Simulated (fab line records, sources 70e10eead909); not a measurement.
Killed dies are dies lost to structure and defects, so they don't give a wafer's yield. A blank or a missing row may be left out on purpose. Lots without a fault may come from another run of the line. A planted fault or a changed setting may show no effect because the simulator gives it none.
Problem report in the 8D (eight disciplines) form, filled by code | flow nand_harc | the parts of the form that need people (team, actions taken, sign-off) are left out

1. THE PROBLEM
killed_at_array at NHARC_END_SORT_01 reads a mean of 116 on 4 wafers of 3 lots; wafers without a fault read 29 with a standard deviation of 8.4. That is +10 standard deviations from the usual mean.
First seen on wafer L446.5, day 23 01:57, on prober-01. The record holds 7 wafers of 4 lots with a number at this step. Rule for "out", or "out of limits": more than 4 standard deviations from the usual mean. The other wafers with a number count as sound.

2. WHAT IT IS AND WHAT IT IS NOT
question                    | is                           | is not
which readings at this step | killed_at_array, killed_dies | killed_at_other, killed_at_periphery, killed_open, killed_short
which lots                  | L446, L448, L449             | L435
which wafers of those lots  | all that have a number       | -
read on which gauges        | prober-01, prober-02         | -
when                        | from day 23 01:57            | up to then (3 sound wafers)

3. SUSPECTS, AND WHAT RULES EACH OUT
Counting: a tool at a process step up to the reading stays a suspect if it ran every lot that is out and no sound lot after the first of them.
- the gauge at NHARC_END_SORT_01: ruled out. The wafers that are out were read on 2 gauges (prober-01, prober-02).
- rie_diel-03 at NHARC_A_CONTACT_ETCH_102 (etches the open film in CF4/O2, target depth 70 nm, overetch 7 nm, time 38.5 s): kept. It ran every lot that is out, first L446 (day 19 12:58), and no sound lot after that. Its own readings are out on those wafers: oes_product_au.
- rie_diel-03 at NHARC_A_CONTACT_STRIP_55 (strips in O2): kept. It ran every lot that is out, first L446 (day 23 01:57), and no sound lot after that. NHARC_A_CONTACT_STRIP_55 gives no start for some lots, so the hours and the order of its lots are those of NHARC_END_SORT_01.
Left after counting: rie_diel-03 at NHARC_A_CONTACT_ETCH_102, rie_diel-03 at NHARC_A_CONTACT_STRIP_55.

4. THE CAUSE (what the simulator had put in)
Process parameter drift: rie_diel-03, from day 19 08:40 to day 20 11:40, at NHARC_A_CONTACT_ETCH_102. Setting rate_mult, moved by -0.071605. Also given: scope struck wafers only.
Counting left 2 suspects, and this tool is among them.

5. THE CHAIN OF EFFECTS, in route order
Each row: a reading whose mean over the struck wafers that have a number lies more than 3 standard deviations from the usual. Only readings for which the record gives a usual standard deviation are gone through. hours: the time from each lot's start at the first step in this table that gives one to its start at this step, as a median over the lots. sigmas: the change in usual standard deviations.
hours | step                     | reading         | usual      | on struck wafers | change | sigmas
0     | NHARC_A_CONTACT_ETCH_102 | oes_product_au  | 0.998 a.u. | 0.946            | -0.052 | -4.8
83    | NHARC_END_SORT_01        | killed_at_array | 29         | 116              | +87    | +10
83    | NHARC_END_SORT_01        | killed_dies     | 33         | 120              | +88    | +9.7
The process steps in it:
- NHARC_A_CONTACT_ETCH_102: etches the open film in CF4/O2, target depth 70 nm, overetch 7 nm, time 38.5 s.

6. WHAT WOULD HAVE CAUGHT IT SOONER
In this record the first reading out of limits at a measuring or inspecting step was taken at day 23 01:57, 89 hours after the fault began at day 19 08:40.
The tool's own readings at NHARC_A_CONTACT_ETCH_102 were out on every struck wafer that the step has a row for (oes_product_au): an alarm limit on them would have fired on the first of those.
All the lots that are out (3) had begun NHARC_A_CONTACT_ETCH_102 on rie_diel-03 by day 23 01:57. A hold on the tool at that time would have spared none of them.
